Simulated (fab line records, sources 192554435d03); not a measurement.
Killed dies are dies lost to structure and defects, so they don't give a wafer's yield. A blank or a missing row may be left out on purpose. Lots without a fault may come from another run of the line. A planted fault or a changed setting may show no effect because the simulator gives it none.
fab line records | flow n5_finfet
record lots=4 wafers=12 last_day=18
route steps=1938 shown BEOL_M4@1051 PASSIVATION@1936
lots that met no fault: from a run of the same line without faults
start_h: hours from the record's first day to the start of the lot's first wafer shown | wait_h: hours since the lot's step before | " the same as in the row above | L1.1+2: a row that stands for several wafers | - no value, or no start given | * or withheld: withheld | < > ~ a bound
route shown NAME@n: a module of which the file shows steps, and the number in the route of the first | usual: mean/standard deviation of fault-free wafers | same: alike in all rows | chamber/n: place in a boat | sites: the reading at each site | _std_site: their standard deviation | _edge_site: outer sites' mean less inner sites' | radius_mm: how far each site lies from the wafer's centre | mask NAME#n: copy n | behind: the tool/chamber that last shaped the wafer | hold: why the lot was held/for how many hours/how that ended | device: the transistor (n, p or np) that didn't switch | end of line: the same wafers' tests at the end of the route | a step without rows: its recipe alone | killed: dies lost to structure and defects at the first sort, not the wafer's yield | map: a wafer's dies, x killed, . not, _ none there
set.NAME: the setting as run; set.NAME@STEP: as run at that earlier step | model.NAME: the simulator's own value behind a step, which no gauge read
lots at some steps of the route; a table a step, a row a wafer
services: from which hour (start_h, from the record's first day; less than 0 if before it) a tool's chamber was out of use, for how many hours, and why
## steps
# step N5_BEOL_M4_EBR_24
# recipe solvent=PGMEA ebr_width_mm=1.5
# step N5_BEOL_M4_SOFTBAKE_23
# recipe temp_c=110 time_s=60 resist=CAR-EUV
# step N5_BEOL_M4_EXPOSE_25
# recipe mask_id=V3 na=0.33 source_shape=quasar sigma_inner=0.2 sigma_outer=0.8 polarization=unpolarized defocus_nm=5 dose_mj=63
# step N5_BEOL_M4_PEB_26
# recipe peb_temp_c=100 peb_time_s=60 resist=CAR-EUV
# step N5_BEOL_M4_DEVELOP_27
# recipe develop_time_s=30 developer=TMAH resist=CAR-EUV rinse_liquid=surfactant_rinse dry=air_spin dev_temp_c=23
# step N5_BEOL_M4_DESCUM_33
# recipe chemistry=O2 time_s=7 source_power_w=50 bias_power_w=20 pressure_mtorr=20 rf_frequency_hz=2.712e+07 temp_c=40 resist=CAR-EUV o2_flow_sccm=225
# step N5_BEOL_M4_ETCH_77
# recipe chemistry=N2/H2 target=underlayer target_depth_a=65 mask_material=CAR-EUV time_s=5.2 ion_energy_ev=200 pressure_mtorr=30 source_w=840 bias_w=150 n2_flow_sccm=200 h2_flow_sccm=200 ends=cleared
# step N5_BEOL_M4_ETCH_69
# recipe chemistry=CF4 target=SiARC target_depth_a=156 mask_material=CAR-EUV time_s=26 ion_energy_ev=80 pressure_mtorr=40 source_w=545 bias_w=36 Ar_flow_sccm=100 cf4_flow_sccm=100 ends=cleared
# step N5_BEOL_M4_ALD_98
# recipe material=SiO2 target_thk_a=25 temp_c=100 ald_precursor_family=BDEAS ald_co_reactant=O2-plasma pulse_time_s=1 co_reactant_pulse_time_s=1 purge_time_s=2 co_reactant_purge_time_s=2 ald_cycles=17 pressure_torr=2
# step N5_BEOL_M4_ETCHBACK_99
# recipe chemistry=CHF3 target=SiO2 target_depth_a=50 time_s=10.4 source_w=215 bias_w=47 Ar_flow_sccm=200 CHF3_flow_sccm=12 ion_energy_ev=100 pressure_mtorr=30
# usual CHF3_flow_sccm=12.00/0.038 bias_w=46.99/0.14 drypump_motor_current_A=5.5/0.5 oes_product_au=0.82/0.092 rf_vpp_V=244/4.1 showerhead_plenum_p_Torr=2.13/0.073 throttle_valve_pct=17.0/0.34
# columns lot.wafer tool chamber start_h wait_h CHF3_flow_sccm bias_w drypump_motor_current_A oes_product_au rf_hours_counter_h rf_vpp_V showerhead_plenum_p_Torr throttle_valve_pct model.CAR-EUV_of_BEOL_M4_COAT_22.thk_nm
L167.2 rie_diel-02 1 161.62 1.9 12.04 46.99 6.4 0.67 248 241 2.11 16.8 10.4
L167.3 " 3 " " 11.93 46.89 5.3 0.94 22 245 2.29 16.8 10.2
L167.5 " 3 " " 11.92 47.05 5.3 0.94 - 246 2.29 16.9 10.4
L177.1 rie_diel-02 3 235.53 5.2 - - - - - - - - 11.2
L177.3 " 1 " " - - - - - - - - 11.2
L177.5 " 2 " " - - - - - - - - 11.2
L179.2 rie_diel-02 1 239.73 1.5 - - - - - - - - 11.4
L179.4 " 0 " " - - - - - - - - 11.2
L179.5 " 3 " " - - - - - - - - 11.2
L189.3 rie_diel-03 2 316.55 4.9 12.04 47.09 5.8 0.91 17 251 2.10 16.7 10.2
L189.5 " 0 " " 11.99 46.80 6.1 0.82 - 247 2.09 17.3 10.4
L189.6 " 1 " " 12.04 46.82 5.3 0.78 - 248 2.07 16.8 10.4
# step N5_BEOL_M4_ETCH_70
# recipe chemistry=N2/H2 target=SOC target_depth_a=800 overetch_a=240 mask_material=SiARC temp_c=40 time_s=130 ion_energy_ev=200 pressure_mtorr=30 source_w=840 bias_w=150 n2_flow_sccm=200 h2_flow_sccm=200
# step N5_BEOL_M4_RC_MEAS_101
# usual DIBL_N=35.8/1.5 DIBL_P=35.9/1.8 IOFF_N=0.152/0.025 IOFF_P=0.21/0.031 ION_N=672/11 ION_P=462/7.4 SS_N=71.5/0.52 SS_P=73.2/0.54 VT_N=250/3 VT_P=-250/3.3
# columns lot.wafer tool chamber start_h wait_h DIBL_N[mV/V] DIBL_P[mV/V] IOFF_N[nA/um] IOFF_P[nA/um] ION_N[uA/um] ION_P[uA/um] SS_N[mV/dec] SS_P[mV/dec] VT_N[mV] VT_P[mV]
L167.2 prober-01 0 166.33 0.2 37.8 38.7 0.198 0.22 684 461 72.5 73.6 248 -250
L167.3 " 0 " " 36.6 38.0 0.177 0.22 681 464 72.1 73.4 247 -248
L167.5 " 0 " " 37.0 37.6 0.164 0.20 660 451 72.4 73.2 250 -249
L189.3 prober-02 0 321.31 0.3 33.7 33.5 0.125 0.17 660 456 71.3 72.7 253 -253
L189.5 " 0 " " 36.9 36.4 0.165 0.21 670 455 72.2 72.7 251 -251
L189.6 " 0 " " 32.6 32.1 0.106 0.16 652 455 71.2 72.3 255 -255
# step N5_PASSIVATION_PROBE_49
# usual defect_limited_yield=91.7/1.7 killed_at_M0_to_M3=34/10 killed_at_M4_up=13/5.1 killed_at_contacts=12/6.2 killed_at_front_end=36/12 killed_at_other=3.2/2.6 killed_dies=98/20 killed_on_rim=13/4.5 killed_open=65/13 killed_short=32/8.4 sort_bin_5_function=4.8/1.1 sort_bin_6_memory=3.2/0.74 sort_bin_8_speed=0.00/0.012 sort_n_pass=1082/20 sort_yield_pct=91.7/1.7
# same gross_dies=1180 killed_at_back_side=0 sort_bin_4_leakage[%]=0
# columns lot.wafer tool chamber start_h wait_h defect_limited_yield[%] killed_at_M0_to_M3 killed_at_M4_up killed_at_contacts killed_at_front_end killed_at_other killed_dies killed_on_rim killed_open killed_short sort_bin_5_function[%] sort_bin_6_memory[%] sort_bin_8_speed[%] sort_n_pass sort_yield_pct[%]
L167.2 prober-02 - 278.89 0.1 94.7 21 10 8 22 2 63 4 45 18 3.2 1.7 0 1117 94.7
L167.3 prober-02 - 278.94 0.1 92.5 11 9 23 35 10 88 7 52 35 3.4 3.6 0 1092 92.5
L167.5 prober-02 - 279.04 0.2 93.5 26 6 9 31 5 77 7 49 28 3.2 3.0 0 1103 93.5
L177.1 prober-01 - 340.42 0.0 0 27 1110 14 26 3 1180 152 60 24 97.1 2.7 0 0 0
L177.3 prober-01 - 340.52 0.1 0 23 1127 9 21 0 1180 152 48 22 96.6 3.1 0 0 0
L177.5 prober-01 - 340.62 0.2 0 31 1098 14 34 3 1180 152 52 43 96.4 3.3 0 0 0
L179.2 prober-01 - 350.94 0.1 0 21 1103 23 33 0 1180 152 59 29 96.6 3.3 0 0 0
L179.4 prober-01 - 351.04 0.2 0 34 1115 1 25 5 1180 152 49 24 97.2 2.8 0 0 0
L179.5 prober-01 - 351.09 0.2 0 35 1107 12 25 1 1180 152 55 27 97.4 2.4 0 0 0
# killed by level:class
L167.2 MOL_CONTACT_COAG:geometric_particle:open=8 BEOL_M4:geometric_particle:open=4 BEOL_M0_SAQP:geometric_particle:short=4 BEOL_M0_SAQP:geometric_particle:open=4 BEOL_M2:geometric_particle:open=4 BEOL_M3:geometric_particle:open=4 BEOL_M6:geometric_particle:open=4 STARTING-WAFER:geometric_particle:open=4
L167.3 MOL_CONTACT_COAG:geometric_particle:open=16 FIN_SAQP:geometric_particle:short=7 STI_FIN_REVEAL:geometric_particle:open=6 MOL_CONTACT_COAG:geometric_particle:short=6 GATE_CUT:geometric_particle:short=4 BEOL_M2:geometric_particle:open=4 DUMMY_GATE:geometric_particle:open=3 MIM_TOP:geometric_particle:open=3
L167.5 MOL_CONTACT_COAG:geometric_particle:open=8 FIN_SAQP:geometric_particle:open=7 BEOL_M0_SAQP:geometric_particle:short=6 BEOL_M0_SAQP:geometric_particle:open=6 BEOL_M4:geometric_particle:open=5 GATE_CUT:geometric_particle:short=4 BEOL_M0:geometric_particle:open=4 BEOL_M2:geometric_particle:open=4
L177.1 BEOL_M4:area_etchback=1095 MOL_CONTACT_COAG:geometric_particle:open=12 BEOL_M4:geometric_particle:open=10 BEOL_M0_SAQP:geometric_particle:open=7 STARTING-WAFER:geometric_particle:open=5 BEOL_M3:geometric_particle:short=5 FIN_SAQP:geometric_particle:open=4 BEOL_M0_SAQP:geometric_particle:short=4
L177.3 BEOL_M4:area_etchback=1109 BEOL_M4:geometric_particle:open=8 MOL_CONTACT_COAG:geometric_particle:open=6 BEOL_M4:geometric_particle:short=6 GATE_CUT:geometric_particle:open=5 BEOL_M0:geometric_particle:short=5 BEOL_M0:geometric_particle:open=5 BEOL_M1:geometric_particle:open=5
L177.5 BEOL_M4:area_etchback=1084 BEOL_M0_SAQP:geometric_particle:short=12 MOL_CONTACT_COAG:geometric_particle:open=10 FIN_SAQP:geometric_particle:short=9 BEOL_M0_SAQP:geometric_particle:open=9 FIN_SAQP:geometric_particle:open=7 BEOL_M4:geometric_particle:open=5 MOL_CONTACT_COAG:geometric_particle:short=4
L179.2 BEOL_M4:area_etchback=1091 MOL_CONTACT_COAG:geometric_particle:open=20 STI_FIN_REVEAL:geometric_particle:open=9 BEOL_M0_SAQP:geometric_particle:short=6 FIN_SAQP:geometric_particle:open=5 GATE_CUT:geometric_particle:short=5 BEOL_M2:geometric_particle:open=4 MOL_CONTACT_COAG:geometric_particle:short=3
L179.4 BEOL_M4:area_etchback=1106 BEOL_M2:geometric_particle:open=10 STI_FIN_REVEAL:geometric_particle:open=8 BEOL_M1:geometric_particle:open=6 BEOL_M0_SAQP:geometric_particle:short=5 BEOL_M0_SAQP:geometric_particle:open=5 BEOL_M1:geometric_particle:short=4 BEOL_M4:geometric_particle:open=4
L179.5 BEOL_M4:area_etchback=1096 MOL_CONTACT_COAG:geometric_particle:open=12 BEOL_M0_SAQP:geometric_particle:open=7 BEOL_M3:geometric_particle:open=7 STARTING-WAFER:geometric_particle:short=6 BEOL_M2:geometric_particle:open=5 BEOL_M0:geometric_particle:open=4 BEOL_M0_SAQP:geometric_particle:short=4
# map L177.1 (x killed, . not)
_________________xxxxxxxxxxxx________________
______________xxxxxxxxxxxxxxxxxx_____________
___________xxxxxxxxxxxxxxxxxxxxxxxx__________
__________xxxxxxxxxxxxxxxxxxxxxxxxxx_________
________xxxxxxxxxxxxxxxxxxxxxxxxxxxxxx_______
_______xxxxxxxxxxxxxxxxxxxxxxxxxxxxxxxx______
______xxxxxxxxxxxxxxxxxxxxxxxxxxxxxxxxxx_____
_____xxxxxxxxxxxxxxxxxxxxxxxxxxxxxxxxxxxx____
____xxxxxxxxxxxxxxxxxxxxxxxxxxxxxxxxxxxxxx___
___xxxxxxxxxxxxxxxxxxxxxxxxxxxxxxxxxxxxxxxx__
___xxxxxxxxxxxxxxxxxxxxxxxxxxxxxxxxxxxxxxxx__
__xxxxxxxxxxxxxxxxxxxxxxxxxxxxxxxxxxxxxxxxxx_
__xxxxxxxxxxxxxxxxxxxxxxxxxxxxxxxxxxxxxxxxxx_
_xxxxxxxxxxxxxxxxxxxxxxxxxxxxxxxxxxxxxxxxxxxx
_xxxxxxxxxxxxxxxxxxxxxxxxxxxxxxxxxxxxxxxxxxxx
_xxxxxxxxxxxxxxxxxxxxxxxxxxxxxxxxxxxxxxxxxxxx
_xxxxxxxxxxxxxxxxxxxxxxxxxxxxxxxxxxxxxxxxxxxx
_xxxxxxxxxxxxxxxxxxxxxxxxxxxxxxxxxxxxxxxxxxxx
_xxxxxxxxxxxxxxxxxxxxxxxxxxxxxxxxxxxxxxxxxxxx
_xxxxxxxxxxxxxxxxxxxxxxxxxxxxxxxxxxxxxxxxxxxx
_xxxxxxxxxxxxxxxxxxxxxxxxxxxxxxxxxxxxxxxxxxxx
__xxxxxxxxxxxxxxxxxxxxxxxxxxxxxxxxxxxxxxxxxx_
__xxxxxxxxxxxxxxxxxxxxxxxxxxxxxxxxxxxxxxxxxx_
___xxxxxxxxxxxxxxxxxxxxxxxxxxxxxxxxxxxxxxxx__
___xxxxxxxxxxxxxxxxxxxxxxxxxxxxxxxxxxxxxxxx__
____xxxxxxxxxxxxxxxxxxxxxxxxxxxxxxxxxxxxxx___
_____xxxxxxxxxxxxxxxxxxxxxxxxxxxxxxxxxxxx____
______xxxxxxxxxxxxxxxxxxxxxxxxxxxxxxxxxx_____
_______xxxxxxxxxxxxxxxxxxxxxxxxxxxxxxxx______
________xxxxxxxxxxxxxxxxxxxxxxxxxxxxxx_______
__________xxxxxxxxxxxxxxxxxxxxxxxxxx_________
___________xxxxxxxxxxxxxxxxxxxxxxxx__________
______________xxxxxxxxxxxxxxxxxx_____________
_________________xxxxxxxxxxxx________________
# map L179.2 (x killed, . not)
_________________xxxxxxxxxxxx________________
______________xxxxxxxxxxxxxxxxxx_____________
___________xxxxxxxxxxxxxxxxxxxxxxxx__________
__________xxxxxxxxxxxxxxxxxxxxxxxxxx_________
________xxxxxxxxxxxxxxxxxxxxxxxxxxxxxx_______
_______xxxxxxxxxxxxxxxxxxxxxxxxxxxxxxxx______
______xxxxxxxxxxxxxxxxxxxxxxxxxxxxxxxxxx_____
_____xxxxxxxxxxxxxxxxxxxxxxxxxxxxxxxxxxxx____
____xxxxxxxxxxxxxxxxxxxxxxxxxxxxxxxxxxxxxx___
___xxxxxxxxxxxxxxxxxxxxxxxxxxxxxxxxxxxxxxxx__
___xxxxxxxxxxxxxxxxxxxxxxxxxxxxxxxxxxxxxxxx__
__xxxxxxxxxxxxxxxxxxxxxxxxxxxxxxxxxxxxxxxxxx_
__xxxxxxxxxxxxxxxxxxxxxxxxxxxxxxxxxxxxxxxxxx_
_xxxxxxxxxxxxxxxxxxxxxxxxxxxxxxxxxxxxxxxxxxxx
_xxxxxxxxxxxxxxxxxxxxxxxxxxxxxxxxxxxxxxxxxxxx
_xxxxxxxxxxxxxxxxxxxxxxxxxxxxxxxxxxxxxxxxxxxx
_xxxxxxxxxxxxxxxxxxxxxxxxxxxxxxxxxxxxxxxxxxxx
_xxxxxxxxxxxxxxxxxxxxxxxxxxxxxxxxxxxxxxxxxxxx
_xxxxxxxxxxxxxxxxxxxxxxxxxxxxxxxxxxxxxxxxxxxx
_xxxxxxxxxxxxxxxxxxxxxxxxxxxxxxxxxxxxxxxxxxxx
_xxxxxxxxxxxxxxxxxxxxxxxxxxxxxxxxxxxxxxxxxxxx
__xxxxxxxxxxxxxxxxxxxxxxxxxxxxxxxxxxxxxxxxxx_
__xxxxxxxxxxxxxxxxxxxxxxxxxxxxxxxxxxxxxxxxxx_
___xxxxxxxxxxxxxxxxxxxxxxxxxxxxxxxxxxxxxxxx__
___xxxxxxxxxxxxxxxxxxxxxxxxxxxxxxxxxxxxxxxx__
____xxxxxxxxxxxxxxxxxxxxxxxxxxxxxxxxxxxxxx___
_____xxxxxxxxxxxxxxxxxxxxxxxxxxxxxxxxxxxx____
______xxxxxxxxxxxxxxxxxxxxxxxxxxxxxxxxxx_____
_______xxxxxxxxxxxxxxxxxxxxxxxxxxxxxxxx______
________xxxxxxxxxxxxxxxxxxxxxxxxxxxxxx_______
__________xxxxxxxxxxxxxxxxxxxxxxxxxx_________
___________xxxxxxxxxxxxxxxxxxxxxxxx__________
______________xxxxxxxxxxxxxxxxxx_____________
_________________xxxxxxxxxxxx________________
## services
# columns tool chamber start_h hours kind
rie_diel-02 1 166.72 - clean
rie_diel-02 1 166.72 - consumable_replace:focus_ring
rie_diel-02 1 166.72 15.5 scheduled_down
rie_diel-02 1 166.72 15.5 vent_cycle
rie_diel-03 1 204.96 8.0 repair
rie_diel-03 0 222.41 3.9 repair
rie_diel-03 2 251.38 - clean
rie_diel-03 2 251.38 - consumable_replace:focus_ring
rie_diel-03 2 251.38 17.0 scheduled_down
rie_diel-03 2 251.38 17.0 vent_cycle
rie_diel-02 0 267.08 - clean
rie_diel-02 0 267.08 - consumable_replace:focus_ring
rie_diel-02 0 267.08 - consumable_replace:showerhead
rie_diel-02 0 267.08 22.5 scheduled_down
rie_diel-02 0 267.08 22.5 vent_cycle
rie_diel-02 3 277.74 6.1 repair
rie_diel-02 - 307.01 4.3 pm
## key
first_sign step=N5_BEOL_M4_ETCHBACK_99 reading=tool_record direction=missing
effect step=N5_PASSIVATION_PROBE_49 reading=killed_at_M4_up direction=up sigmas=99+ usual=13 struck=1110
model_effect step=N5_BEOL_M4_ETCHBACK_99 value=CAR-EUV_of_BEOL_M4_COAT_22.thk_nm without=10.53 struck=11.23
more_kills_born_at N5_BEOL_M4_ETCHBACK_99@rie_diel-02=6581
met_at N5_BEOL_M4_ETCHBACK_99
struck_wafers L177.1,L177.3,L177.5,L179.2,L179.4,L179.5
later_rows_left_out L177.1,L177.3,L177.5,L179.2,L179.4,L179.5
onset_between 161.62 235.53
fault kind=skipped_step_whole tool=rie_diel-02 chamber=- onset_h=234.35 steps=N5_BEOL_M4_ETCHBACK_99 scope=struck_lots_only
# later_rows_left_out: the simulator's readings of these wafers behind a module that went badly wrong aren't trusted and aren't shown, but for the sort
